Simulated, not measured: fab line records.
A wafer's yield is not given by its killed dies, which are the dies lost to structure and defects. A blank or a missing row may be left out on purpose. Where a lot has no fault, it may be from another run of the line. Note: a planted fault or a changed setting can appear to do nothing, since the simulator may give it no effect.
fab line records	flow n5Finfet
record lots=10	wafers=29	lastDay=24
route steps=1938 shown BEOL_M1@827 BEOL_M4@1111 PASSIVATION@1936
lots untouched by any fault: they come from a run of this same line in which no faults occurred
startH: start of the lot's first displayed wafer, in hours after the record's first day	waitH: hours from the lot's prior step to this one	" identical to the entry in the row above	L1.1+2: several wafers, shown together as one row	- value missing, or start not given	* or withheld: withheld	< > ~ a bound
route shown NAME@n: a module of which the file shows steps, and the number in the route of the first	usual: average and standard deviation across the fault-free wafers	same: alike in all rows	chamber/n: place in a boat	sites: each site's reading	_std_site: the values' standard deviation	_edge_site: mean of outer sites minus mean of inner sites	radiusMm: for every site, how far away it sits from the centre of the wafer	mask NAME#n: copy n	behind: the last tool/chamber to shape the wafer	hold: what put the lot on hold/how long, in hours/how the hold closed	device: the transistor (n, p or np) that didn't switch	end of line: the same wafers' tests at the end of the route	a step with no rows: only its recipe	killed: dies lost to structure and defects at the first sort, not the wafer's yield	map: shows each die of a wafer: x if killed, . if not, _ if none is there
set.NAME: the setting as run; set.NAME@STEP: as run at that earlier step	model.NAME: the simulator's own value behind a step, which no gauge read
a sample of lots followed through the steps of the route, with each step as a table and each wafer as a row
services: when a tool's chamber went out of use (startH, in hours from the record's first day, below 0 if earlier), for how many hours, and the reason
## steps
# step N5_BEOL_M1_ANNEAL_93
# recipe tempC=400	timeS=240	ambient=vacuum
# usual heaterPowerW=838/75
lot.wafer	tool	chamber	startH	waitH	heaterPowerW
L821.1	pvdSputter-01	-	190.41	0.0	837
L821.4	"	-	"	"	693
L821.6	"	-	"	"	972
L830.1	pvdSputter-03	-	222.73	0.0	730
L830.2	"	-	"	"	887
L830.3	"	-	"	"	808
L825.1	pvdSputter-01	-	225.82	0.0	698
L825.2	"	-	"	"	860
L825.3	"	-	"	"	832
L822.2	pvdSputter-03	-	227.15	0.0	729
L822.4	"	-	"	"	823
L822.6	"	-	"	"	706
L826.1	pvdSputter-01	-	229.94	0.0	853
L826.5	"	-	"	"	840
L826.6	"	-	"	"	835
L829.1	pvdSputter-01	-	240.25	0.0	712
L829.3	"	-	"	"	848
L829.4	"	-	"	"	941
L827.2	pvdSputter-03	-	242.72	0.0	826
L827.3	"	-	"	"	702
L827.5	"	-	"	"	860
L832.2	pvdSputter-01	-	257.61	0.0	708
L832.3	"	-	"	"	847
L832.4	"	-	"	"	831
L840.4	pvdSputter-02	-	269.13	0.0	770
L840.6	"	-	"	"	836
L842.1	pvdSputter-02	-	276.87	0.0	817
L842.2	"	-	"	"	912
L842.6	"	-	"	"	904
# step N5_BEOL_M1_SPUTTER_96
# recipe material=Cu	targetThkA=45	tempC=-20	chamberPressurePa=0.07	powerW=withheld	timeS=8.29
# usual throttleValvePct=29.8/1.2
lot.wafer	tool	chamber	startH	waitH	throttleValvePct
L821.1	pvdSputter-01	-	190.77	0.1	28.8
L821.4	"	-	"	"	31.0
L821.6	"	-	"	"	29.2
L830.1	pvdSputter-03	-	223.09	0.1	29.8
L830.2	"	-	"	"	29.7
L830.3	"	-	"	"	30.2
L825.1	pvdSputter-01	-	226.18	0.1	31.2
L825.2	"	-	"	"	27.2
L825.3	"	-	"	"	28.7
L822.2	pvdSputter-03	-	227.51	0.1	29.7
L822.4	"	-	"	"	29.8
L822.6	"	-	"	"	29.6
L826.1	pvdSputter-01	-	230.30	0.1	27.2
L826.5	"	-	"	"	27.6
L826.6	"	-	"	"	28.6
L829.1	pvdSputter-01	-	240.61	0.1	30.8
L829.3	"	-	"	"	27.3
L829.4	"	-	"	"	29.0
L827.2	pvdSputter-03	-	243.08	0.1	30.2
L827.3	"	-	"	"	29.7
L827.5	"	-	"	"	30.9
L832.2	pvdSputter-01	-	257.97	0.1	31.1
L832.3	"	-	"	"	28.5
L832.4	"	-	"	"	27.4
L840.4	pvdSputter-02	-	269.49	0.1	30.0
L840.6	"	-	"	"	30.2
L842.1	pvdSputter-02	-	277.23	0.1	30.4
L842.2	"	-	"	"	30.9
L842.6	"	-	"	"	31.4
# step N5_BEOL_M1_CMP_52
# recipe stopOn=SiOC	tOverpolishS=6.8	downForcePsi=1	platenRpm=50	clearingPlatenDownForcePsi=1.5	clearingPlatenRpm=50	postCmpClean=cuAlkaline	targetThkNm=40	clearingPlatenPadVelocityMS=0.99484	padVelocityMS=0.99484
# usual barrierFieldEndpointS=24.8/0.65	clearingPlatenRpm=50.004/0.027	motorCurrentA=5.8/0.55	overpolishRunS=6.800/0.0086	timeToEndpointS=63/3.5
lot.wafer	tool	chamber	startH	waitH	barrierFieldEndpointS	clearingPlatenRpm	motorCurrentA	overpolishRunS	timeToEndpointS
L821.4	cmp-01	2	191.43	0.2	24.4	50.011	5.3	6.798	65
L821.1	"	3	"	"	25.1	49.979	6.1	6.804	67
L821.6	"	1	"	"	23.9	50.011	6.1	6.787	59
L830.2	cmp-03	2	223.62	0.2	23.3	49.987	6.3	6.798	63
L830.1	"	3	"	"	25.0	49.978	6.3	6.796	66
L830.3	"	0	"	"	24.6	50.008	5.4	6.805	65
L825.2	cmp-03	0	226.67	0.2	24.1	49.982	5.3	6.792	60
L825.3	"	2	"	"	23.7	49.952	6.1	6.814	60
L825.1	"	3	"	"	24.7	50.002	5.8	6.794	62
L822.2	cmp-01	1	228.04	0.2	23.8	50.021	6.2	6.795	60
L822.4	"	2	"	"	25.1	50.002	5.6	6.799	66
L822.6	"	1	"	"	24.2	50.029	6.2	6.805	61
L826.1	cmp-03	0	230.83	0.3	41.3	49.956	5.6	0.049	82
L826.6	"	3	"	"	24.6	49.996	6.2	6.799	61
L826.5	"	0	"	"	24.0	49.989	5.8	6.792	59
L829.3	cmp-03	1	241.12	0.2	41.3	49.969	6.0	0.028	82
L829.4	"	3	"	"	25.0	50.049	5.9	6.796	64
L829.1	"	0	"	"	41.3	49.991	5.4	0.046	81
L827.3	cmp-03	1	243.79	0.2	41.3	50.043	5.9	0.042	81
L827.2	"	3	"	"	25.2	50.002	5.8	6.794	64
L827.5	"	2	"	"	25.5	50.020	6.0	6.797	63
L832.2	cmp-01	0	258.47	0.2	24.5	49.952	6.2	6.794	60
L832.4	"	1	"	"	23.8	50.036	6.0	6.785	59
L832.3	"	3	"	"	24.9	49.996	6.1	6.786	64
L840.4	cmp-01	2	270.10	0.2	24.8	50.031	5.5	6.805	68
L840.6	"	0	"	"	24.6	50.002	6.1	6.811	62
L842.1	cmp-01	0	277.80	0.3	24.7	50.023	5.7	6.819	66
L842.2	"	1	"	"	24.9	50.031	6.3	6.792	63
L842.6	"	2	"	"	25.9	50.006	5.6	6.787	70
# step N5_BEOL_M1_THK_MEAS_53
# recipe thkMeasGauge=xrf	reads=Cu_of_BEOL_M1_ECD_50
# usual M1_THK=39.4/1.6
lot.wafer	tool	chamber	startH	waitH	M1_THK[nm]
L821.1	filmMetro-01	-	191.65	-	39.6
L821.4	"	-	"	"	41.0
L821.6	"	-	"	"	38.1
L830.1	filmMetro-01	-	223.88	-	39.3
L830.2	"	-	"	"	36.7
L830.3	"	-	"	"	38.5
L825.1	filmMetro-01	-	226.97	-	39.5
L825.2	"	-	"	"	38.7
L825.3	"	-	"	"	40.8
L822.2	filmMetro-02	-	228.30	-	38.5
L822.4	"	-	"	"	40.2
L822.6	"	-	"	"	41.3
L826.1	filmMetro-02	-	231.09	-	147.5
L826.5	"	-	"	"	41.2
L826.6	"	-	"	"	41.1
L829.1	filmMetro-02	-	241.41	-	142.6
L829.3	"	-	"	"	157.0
L829.4	"	-	"	"	39.8
L827.2	filmMetro-01	-	244.08	-	38.7
L827.3	"	-	"	"	143.4
L827.5	"	-	"	"	39.4
L832.2	filmMetro-02	-	258.77	-	38.7
L832.3	"	-	"	"	41.2
L832.4	"	-	"	"	41.1
L840.4	filmMetro-01	-	270.28	-	41.1
L840.6	"	-	"	"	40.1
L842.1	filmMetro-02	-	278.02	-	39.1
L842.2	"	-	"	"	37.5
L842.6	"	-	"	"	40.0
# step N5_BEOL_M1_INSPECT_59
# recipe inspectInstrument=darkfield	mode=postDep
# usual rawDefectCount=72/23
lot.wafer	tool	chamber	startH	waitH	rawDefectCount
L821.1	defectInspect-01	-	191.93	0.0	73
L821.4	"	-	"	"	83
L821.6	"	-	"	"	103
L830.1	defectInspect-02	-	224.17	0.0	49
L830.2	"	-	"	"	24
L830.3	"	-	"	"	47
L825.1	defectInspect-01	-	227.25	0.0	98
L825.2	"	-	"	"	94
L825.3	"	-	"	"	61
L822.2	defectInspect-01	-	228.62	0.0	80
L822.4	"	-	"	"	51
L822.6	"	-	"	"	56
L826.1	defectInspect-02	-	231.40	0.0	1526
L826.5	"	-	"	"	70
L826.6	"	-	"	"	41
L829.1	defectInspect-02	-	241.70	0.0	1555
L829.3	"	-	"	"	1593
L829.4	"	-	"	"	66
L827.2	defectInspect-01	-	244.37	0.0	46
L827.3	"	-	"	"	1554
L827.5	"	-	"	"	82
L832.2	defectInspect-02	-	259.05	0.0	110
L832.3	"	-	"	"	67
L832.4	"	-	"	"	54
L840.4	defectInspect-01	-	270.60	0.0	89
L840.6	"	-	"	"	90
L842.1	defectInspect-02	-	278.31	0.0	93
L842.2	"	-	"	"	65
L842.6	"	-	"	"	70
# step N5_BEOL_M4_RC_MEAS_101
# usual DIBL_N=35.8/1.6	DIBL_P=35.6/2	IOFF_N=0.15/0.031	IOFF_P=0.20/0.033	ION_N=668/12	ION_P=459/6.8	SS_N=71.4/0.53	SS_P=73.1/0.63	VT_N=250/3.5	VT_P=-251/3
lot.wafer	tool	chamber	startH	waitH	DIBL_N[mV/V]	DIBL_P[mV/V]	IOFF_N[nA/um]	IOFF_P[nA/um]	ION_N[uA/um]	ION_P[uA/um]	SS_N[mV/dec]	SS_P[mV/dec]	VT_N[mV]	VT_P[mV]
L821.1	prober-01	0	306.28	0.1	34.5	34.8	0.12	0.19	645	443	70.6	73.0	255	-254
L821.4	"	0	"	"	35.5	36.2	0.15	0.21	676	459	71.5	72.9	250	-250
L821.6	"	0	"	"	36.9	37.5	0.17	0.24	672	464	71.9	73.6	248	-250
L830.1	prober-01	0	332.49	0.0	34.4	34.3	0.13	0.19	660	462	70.7	73.0	252	-249
L830.2	"	0	"	"	33.6	33.3	0.11	0.17	649	458	70.8	72.6	255	-253
L830.3	"	0	"	"	34.4	34.1	0.13	0.18	650	454	70.7	72.7	252	-253
L825.1	prober-01	0	353.06	0.0	35.7	34.5	0.15	0.21	672	464	71.4	72.7	247	-250
L825.2	"	0	"	"	34.6	32.7	0.13	0.18	667	461	71.2	72.6	252	-251
L825.3	"	0	"	"	37.6	36.9	0.18	0.25	672	468	71.8	73.6	249	-246
L826.5	prober-02	0	361.10	0.6	38.3	34.5	0.16	0.21	658	450	72.0	73.9	249	-250
L826.6	"	0	"	"	38.4	35.5	0.17	0.22	670	461	72.3	73.8	246	-249
L822.2	prober-01	0	371.60	0.2	35.1	33.8	0.14	0.18	665	460	70.7	72.5	251	-252
L822.4	"	0	"	"	35.5	34.0	0.16	0.19	670	458	71.3	72.5	248	-252
L822.6	"	0	"	"	35.7	34.8	0.15	0.19	668	456	70.7	72.8	248	-250
L829.4	prober-01	0	383.18	0.5	35.5	35.6	0.17	0.20	696	467	71.9	73.4	246	-251
L827.2	prober-01	0	387.70	0.2	34.6	34.7	0.12	0.17	643	449	70.8	71.9	258	-252
L827.5	"	0	"	"	33.9	34.0	0.12	0.17	644	451	70.4	72.1	256	-254
L832.2	prober-02	0	402.70	0.2	34.1	33.8	0.11	0.17	655	455	71.3	72.1	253	-253
L832.3	"	0	"	"	33.2	32.4	0.11	0.15	643	444	71.7	72.2	256	-256
L832.4	"	0	"	"	35.9	35.9	0.15	0.20	668	461	71.4	72.8	253	-251
L840.4	prober-01	0	460.39	0.5	37.8	36.4	0.16	0.20	659	456	72.2	74.3	248	-253
L840.6	"	0	"	"	35.0	33.0	0.11	0.16	663	457	71.0	72.4	254	-254
L842.1	prober-02	0	461.43	0.0	35.9	35.3	0.15	0.19	686	472	71.0	72.7	247	-250
L842.2	"	0	"	"	35.6	34.6	0.13	0.19	659	458	71.7	72.8	251	-251
L842.6	"	0	"	"	33.5	32.1	0.10	0.15	648	450	71.4	72.0	256	-255
# step N5_PASSIVATION_PROBE_49
# usual defectLimitedYield=90.7/1.5	killed_at_M0_to_M3=38/11	killed_at_M4_up=15/5.5	killedAtContacts=12/6	killedAtFrontEnd=41/11	killedAtOther=3.5/2.7	killedDies=110/18	killedOnRim=15/3.6	killedOpen=72/13	killedShort=35/8.7	sort_bin_5_function=5.5/1.1	sort_bin_6_memory=3.4/0.63	sort_bin_8_speed=0.01/0.037	sortNPass=1070/18	sortYieldPct=90.7/1.5
# same grossDies=1180	killedAtBackSide=0	sort_bin_4_leakage[%]=0
lot.wafer	tool	chamber	startH	waitH	defectLimitedYield[%]	killed_at_M0_to_M3	killed_at_M4_up	killedAtContacts	killedAtFrontEnd	killedAtOther	killedDies	killedOnRim	killedOpen	killedShort	sort_bin_5_function[%]	sort_bin_6_memory[%]	sort_bin_8_speed[%]	sortNPass	sortYieldPct[%]
L821.1	prober-01	-	419.43	0.0	90.4	37	15	18	40	3	113	11	82	28	5.8	3.6	0.08	1066	90.3
L821.4	prober-01	-	419.58	0.2	90.0	30	16	19	50	3	118	18	72	44	6.9	2.5	0	1062	90.0
L821.6	prober-01	-	419.68	0.3	89.5	53	10	13	47	1	124	20	79	44	6.7	3.6	0	1056	89.5
L825.1	prober-01	-	463.22	0.0	90.8	33	15	9	49	3	109	10	78	31	5.8	3.3	0	1071	90.8
L825.2	prober-01	-	463.27	0.1	91.5	26	12	14	45	3	100	16	61	39	5.1	2.9	0	1080	91.5
L825.3	prober-01	-	463.32	0.1	92.2	28	21	5	36	2	92	12	65	25	4.4	3.1	0	1088	92.2
L830.1	prober-01	-	474.20	0.0	93.0	24	11	11	33	4	83	13	57	24	3.6	3.1	0	1097	93.0
L830.2	prober-01	-	474.25	0.1	93.1	29	4	5	42	2	82	6	54	28	3.6	3.0	0	1098	93.1
L830.3	prober-01	-	474.30	0.1	92.4	34	7	15	33	1	90	12	59	31	3.8	3.3	0	1090	92.4
L826.1	prober-02	-	474.68	0.0	0	1105	12	20	37	6	1180	152	78	46	6.1	3.8	0	0	0
L826.5	prober-02	-	474.88	0.2	90.6	49	16	7	32	7	111	14	74	34	5.9	3.3	0	1069	90.6
L826.6	prober-02	-	474.93	0.3	88.3	42	18	25	49	4	138	14	83	55	7.4	3.7	0	1042	88.3
L822.2	prober-01	-	496.29	0.1	89.8	45	15	15	45	0	120	18	90	30	5.9	4.0	0	1060	89.8
L822.4	prober-01	-	496.39	0.2	91.8	44	9	8	35	1	97	13	60	37	4.6	3.3	0	1083	91.8
L822.6	prober-01	-	496.49	0.3	89.4	46	10	17	52	0	125	19	75	50	6.1	4.2	0	1055	89.4
L827.2	prober-02	-	507.30	0.1	93.2	30	13	6	30	1	80	8	52	27	3.4	3.2	0	1100	93.2
L827.3	prober-02	-	507.35	0.1	0	1110	20	6	43	1	1180	152	64	37	4.9	3.5	0	0	0
L827.5	prober-02	-	507.45	0.2	89.5	34	33	8	49	0	124	15	70	48	6.2	3.3	0	1056	89.5
L829.1	prober-01	-	510.60	0.0	0	1095	19	10	49	7	1180	152	65	56	5.7	3.9	0	0	0
L829.3	prober-01	-	510.70	0.1	0	1114	16	8	39	3	1180	152	67	47	5.9	3.4	0	0	0
L829.4	prober-01	-	510.75	0.2	86.7	65	10	18	58	6	157	20	111	46	8.6	4.2	0	1023	86.7
L832.2	prober-02	-	517.92	0.1	89.8	26	8	23	63	0	120	18	85	35	5.4	4.4	0	1060	89.8
L832.3	prober-02	-	517.97	0.1	89.7	39	12	15	52	3	121	14	85	33	6.4	3.4	0.34	1055	89.4
L832.4	prober-02	-	518.02	0.2	90.7	37	19	14	36	4	110	20	77	32	6.3	3.0	0	1070	90.7
L840.4	prober-01	-	564.55	0.2	91.5	23	16	15	39	7	100	12	69	31	5.0	3.3	0	1080	91.5
L840.6	prober-01	-	564.65	0.3	92.4	23	18	12	28	9	90	15	53	37	4.3	3.0	0	1090	92.4
L842.1	prober-01	-	576.66	0.0	89.9	43	24	9	43	0	119	16	79	38	6.7	3.1	0	1061	89.9
L842.2	prober-01	-	576.71	0.1	92.1	35	20	7	29	2	93	14	66	27	4.4	3.2	0	1087	92.1
L842.6	prober-01	-	576.91	0.3	90.8	46	16	6	38	3	109	15	75	31	5.7	3.2	0	1071	90.8
# killed by level:class
L821.1 FIN_SAQP:geometricParticle:open=15 MOL_CONTACT_COAG:geometricParticle:open=15 BEOL_M2:geometricParticle:open=11 BEOL_M4:geometricParticle:open=11 BEOL_M2:geometricParticle:short=8 STI_FIN_REVEAL:geometricParticle:open=7 BEOL_M0_SAQP:geometricParticle:open=7 DUMMY_GATE:geometricParticle:open=5
L821.4 MOL_CONTACT_COAG:geometricParticle:open=13 BEOL_M4:geometricParticle:open=9 STI_FIN_REVEAL:geometricParticle:open=9 GATE_CUT:geometricParticle:short=8 BEOL_M3:geometricParticle:open=7 FIN_SAQP:geometricParticle:open=6 MOL_CONTACT_COAG:geometricParticle:short=5 BEOL_M0_SAQP:geometricParticle:short=5
L821.6 BEOL_M0_SAQP:geometricParticle:open=16 MOL_CONTACT_COAG:geometricParticle:open=10 FIN_SAQP:geometricParticle:open=9 BEOL_M0_SAQP:geometricParticle:short=9 BEOL_M0:geometricParticle:open=9 GATE_CUT:geometricParticle:short=8 STI_FIN_REVEAL:geometricParticle:open=6 DUMMY_GATE:geometricParticle:open=6
L825.1 STI_FIN_REVEAL:geometricParticle:open=10 FIN_SAQP:geometricParticle:open=9 BEOL_M4:geometricParticle:open=9 MOL_CONTACT_COAG:geometricParticle:open=8 BEOL_M1:geometricParticle:open=8 FIN_SAQP:geometricParticle:short=7 BEOL_M0_SAQP:geometricParticle:open=7 BEOL_M0_SAQP:geometricParticle:short=7
L825.2 FIN_SAQP:geometricParticle:short=13 STI_FIN_REVEAL:geometricParticle:open=13 MOL_CONTACT_COAG:geometricParticle:open=10 BEOL_M0_SAQP:geometricParticle:open=7 BEOL_M0_SAQP:geometricParticle:short=7 BEOL_M1:geometricParticle:open=7 BEOL_M4:geometricParticle:open=5 FIN_SAQP:geometricParticle:open=4
L825.3 STI_FIN_REVEAL:geometricParticle:open=11 BEOL_M4:geometricParticle:open=11 BEOL_M0_SAQP:geometricParticle:open=6 FIN_SAQP:geometricParticle:open=5 DUMMY_GATE:geometricParticle:open=5 BEOL_M0_SAQP:geometricParticle:short=5 STI_FIN_REVEAL:geometricParticle:short=4 MOL_CONTACT_COAG:geometricParticle:open=4
L830.1 FIN_SAQP:geometricParticle:open=11 MOL_CONTACT_COAG:geometricParticle:open=9 BEOL_M0_SAQP:geometricParticle:short=7 STI_FIN_REVEAL:geometricParticle:open=5 BEOL_M0_SAQP:geometricParticle:open=5 STARTING-WAFER:geometricParticle:short=5 FIN_SAQP:geometricParticle:short=4 BEOL_M2:geometricParticle:open=4
L830.2 FIN_SAQP:geometricParticle:open=13 FIN_SAQP:geometricParticle:short=10 BEOL_M3:geometricParticle:open=10 BEOL_M0_SAQP:geometricParticle:open=9 MOL_CONTACT_COAG:geometricParticle:open=5 BEOL_M2:geometricParticle:open=4 STARTING-WAFER:geometricParticle:short=4 STI_FIN_REVEAL:geometricParticle:open=3
L830.3 MOL_CONTACT_COAG:geometricParticle:open=15 STI_FIN_REVEAL:geometricParticle:open=9 BEOL_M0_SAQP:geometricParticle:open=8 BEOL_M3:geometricParticle:short=7 FIN_SAQP:geometricParticle:short=6 BEOL_M3:geometricParticle:open=6 FIN_SAQP:geometricParticle:open=5 BEOL_M0_SAQP:geometricParticle:short=4
L826.1 BEOL_M1:areaCmp=1056 MOL_CONTACT_COAG:geometricParticle:open=16 BEOL_M0_SAQP:geometricParticle:open=16 FIN_SAQP:geometricParticle:short=10 DUMMY_GATE:geometricParticle:open=9 BEOL_M0_SAQP:geometricParticle:short=9 BEOL_M2:geometricParticle:open=7 BEOL_M1:geometricParticle:short=5
L826.5 BEOL_M0_SAQP:geometricParticle:open=13 BEOL_M0_SAQP:geometricParticle:short=10 FIN_SAQP:geometricParticle:open=9 MOL_CONTACT_COAG:geometricParticle:open=7 BEOL_M1:geometricParticle:open=7 BEOL_M4:geometricParticle:open=7 STI_FIN_REVEAL:geometricParticle:open=6 BEOL_M2:geometricParticle:open=5
L826.6 MOL_CONTACT_COAG:geometricParticle:open=20 FIN_SAQP:geometricParticle:short=13 FIN_SAQP:geometricParticle:open=10 BEOL_M2:geometricParticle:open=8 BEOL_M0_SAQP:geometricParticle:short=8 GATE_CUT:geometricParticle:short=6 BEOL_M4:geometricParticle:open=6 BEOL_M2:geometricParticle:short=6
L822.2 BEOL_M0_SAQP:geometricParticle:open=13 MOL_CONTACT_COAG:geometricParticle:open=9 BEOL_M2:geometricParticle:open=9 BEOL_M1:geometricParticle:open=7 BEOL_M3:geometricParticle:open=7 MOL_CONTACT_COAG:geometricParticle:short=6 BEOL_M4:geometricParticle:open=6 FIN_CUT:geometricParticle:open=5
L822.4 DUMMY_GATE:geometricParticle:open=11 BEOL_M2:geometricParticle:open=11 BEOL_M0_SAQP:geometricParticle:short=8 BEOL_M0_SAQP:geometricParticle:open=7 BEOL_M3:geometricParticle:open=7 STARTING-WAFER:geometricParticle:short=6 MOL_CONTACT_COAG:geometricParticle:open=5 FIN_SAQP:geometricParticle:short=4
L822.6 MOL_CONTACT_COAG:geometricParticle:open=17 BEOL_M0_SAQP:geometricParticle:short=14 GATE_CUT:geometricParticle:short=9 BEOL_M0_SAQP:geometricParticle:open=9 FIN_SAQP:geometricParticle:open=8 BEOL_M3:geometricParticle:open=8 FIN_SAQP:geometricParticle:short=7 DUMMY_GATE:geometricParticle:open=7
L827.2 BEOL_M2:geometricParticle:open=10 FIN_SAQP:geometricParticle:short=9 BEOL_M4:geometricParticle:open=8 MOL_CONTACT_COAG:geometricParticle:open=6 FIN_SAQP:geometricParticle:open=5 GATE_CUT:geometricParticle:open=5 BEOL_M3:geometricParticle:open=5 BEOL_M1:geometricParticle:open=4
L827.3 BEOL_M1:areaCmp=1077 FIN_SAQP:geometricParticle:open=9 BEOL_M4:geometricParticle:open=9 FIN_SAQP:geometricParticle:short=8 BEOL_M1:geometricParticle:open=8 BEOL_M3:geometricParticle:open=6 MOL_CONTACT_COAG:geometricParticle:open=5 BEOL_M2:geometricParticle:open=5
L827.5 BEOL_M4:geometricParticle:open=16 GATE_CUT:geometricParticle:short=14 BEOL_M1:geometricParticle:open=11 FIN_SAQP:geometricParticle:open=7 MOL_CONTACT_COAG:geometricParticle:open=7 BEOL_M4:geometricParticle:short=6 BEOL_M2:geometricParticle:open=5 BEOL_M3:geometricParticle:open=5
L829.1 BEOL_M1:areaCmp=1058 FIN_SAQP:geometricParticle:short=10 GATE_CUT:geometricParticle:short=8 MOL_CONTACT_COAG:geometricParticle:open=7 BEOL_M0_SAQP:geometricParticle:short=6 BEOL_M1:geometricParticle:open=6 STARTING-WAFER:geometricParticle:open=6 DUMMY_GATE:geometricParticle:open=5
L829.3 BEOL_M1:areaCmp=1065 STI_FIN_REVEAL:geometricParticle:open=9 BEOL_M1:geometricParticle:short=9 BEOL_M0_SAQP:geometricParticle:short=8 FIN_SAQP:geometricParticle:short=7 GATE_CUT:geometricParticle:short=7 BEOL_M3:geometricParticle:open=7 MOL_CONTACT_COAG:geometricParticle:open=6
L829.4 FIN_SAQP:geometricParticle:open=15 BEOL_M2:geometricParticle:open=15 BEOL_M1:geometricParticle:open=14 MOL_CONTACT_COAG:geometricParticle:open=14 FIN_SAQP:geometricParticle:short=12 BEOL_M3:geometricParticle:open=9 DUMMY_GATE:geometricParticle:open=8 BEOL_M0_SAQP:geometricParticle:open=8
L832.2 MOL_CONTACT_COAG:geometricParticle:open=18 FIN_SAQP:geometricParticle:open=17 STI_FIN_REVEAL:geometricParticle:open=12 BEOL_M2:geometricParticle:open=8 BEOL_M0_SAQP:geometricParticle:short=7 FIN_SAQP:geometricParticle:short=6 DUMMY_GATE:geometricParticle:open=5 ILD0:geometricParticle:open=5
L832.3 BEOL_M1:geometricParticle:open=15 FIN_SAQP:geometricParticle:open=14 MOL_CONTACT_COAG:geometricParticle:open=12 STI_FIN_REVEAL:geometricParticle:open=10 FIN_SAQP:geometricParticle:short=7 BEOL_M3:geometricParticle:open=6 BEOL_M2:geometricParticle:open=6 BEOL_M4:geometricParticle:open=6
L832.4 MOL_CONTACT_COAG:geometricParticle:open=11 BEOL_M2:geometricParticle:open=10 FIN_SAQP:geometricParticle:open=7 BEOL_M2:geometricParticle:short=7 BEOL_M3:geometricParticle:open=7 BEOL_M1:geometricParticle:open=6 DUMMY_GATE:geometricParticle:open=5 ILD0:geometricParticle:open=4
L840.4 MOL_CONTACT_COAG:geometricParticle:open=13 STI_FIN_REVEAL:geometricParticle:open=11 FIN_SAQP:geometricParticle:open=8 BEOL_M0_SAQP:geometricParticle:short=7 BEOL_M0_SAQP:geometricParticle:open=6 BEOL_M4:geometricParticle:open=6 FIN_SAQP:geometricParticle:short=5 BEOL_M2:geometricParticle:open=4
L840.6 MOL_CONTACT_COAG:geometricParticle:open=10 GATE_CUT:geometricParticle:open=6 FIN_SAQP:geometricParticle:short=5 BEOL_M3:geometricParticle:open=5 BEOL_M0_SAQP:geometricParticle:short=5 BEOL_M5:geometricParticle:open=5 STI_FIN_REVEAL:geometricParticle:open=4 BEOL_M4:geometricParticle:open=4
L842.1 BEOL_M1:geometricParticle:open=16 BEOL_M4:geometricParticle:open=11 FIN_SAQP:geometricParticle:short=10 MOL_CONTACT_COAG:geometricParticle:open=8 STI_FIN_REVEAL:geometricParticle:open=7 BEOL_M3:geometricParticle:open=6 BEOL_M0_SAQP:geometricParticle:open=5 BEOL_M0_SAQP:geometricParticle:short=5
L842.2 BEOL_M4:geometricParticle:open=10 BEOL_M1:geometricParticle:open=7 BEOL_M2:geometricParticle:open=6 BEOL_M0:geometricParticle:open=6 STI_FIN_REVEAL:geometricParticle:open=5 MOL_CONTACT_COAG:geometricParticle:open=5 BEOL_M3:geometricParticle:open=4 FIN_SAQP:geometricParticle:open=3
L842.6 BEOL_M0_SAQP:geometricParticle:open=12 BEOL_M0_SAQP:geometricParticle:short=10 DUMMY_GATE:geometricParticle:open=9 BEOL_M1:geometricParticle:open=9 BEOL_M4:geometricParticle:open=8 STI_FIN_REVEAL:geometricParticle:open=7 BEOL_M2:geometricParticle:open=7 BEOL_M3:geometricParticle:open=5
## services
tool	chamber	startH	hours	kind
cmp-01	-	218.03	4.3	pm
cmp-01	-	222.72	0.7	repair
pvdSputter-01	-	243.28	2.7	repair
cmp-03	-	248.13	1.2	repair
## key
firstSign step=N5_BEOL_M1_CMP_52	reading=overpolishRunS	direction=down	sigmas=99+	usual=6.800	struck=0.041
effect step=N5_BEOL_M1_CMP_52	reading=barrierFieldEndpointS	direction=up	sigmas=25	usual=24.8	struck=41.3
effect step=N5_BEOL_M1_THK_MEAS_53	reading=M1_THK	direction=up	sigmas=69	usual=39.4	struck=147.6
effect step=N5_BEOL_M1_INSPECT_59	reading=rawDefectCount	direction=up	sigmas=64	usual=72	struck=1557
effect step=N5_PASSIVATION_PROBE_49	reading=killed_at_M0_to_M3	direction=up	sigmas=99+	usual=38	struck=1106
moreKillsBornAt N5_BEOL_M1_CMP_52@cmp-03=4256
metAt N5_BEOL_M1_CMP_52
struckLots L826,L827,L829
struckWafers L826.1,L827.3,L829.1,L829.3
laterRowsLeftOut L826.1,L827.3,L829.1,L829.3
notActingAt N5_BEOL_M1_ANNEAL_93,N5_BEOL_M1_SPUTTER_96
onsetBetween 226.67 230.83
fault kind=processParameterDrift	tool=cmp-03	chamber=-	onsetH=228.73	steps=N5_BEOL_M1_CMP_52	channel=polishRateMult	offset=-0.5	shape=step	endH=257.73	scope=struckWafersOnly
# laterRowsLeftOut: the simulator's readings of these wafers behind a module that went badly wrong aren't trusted and aren't shown, but for the sort
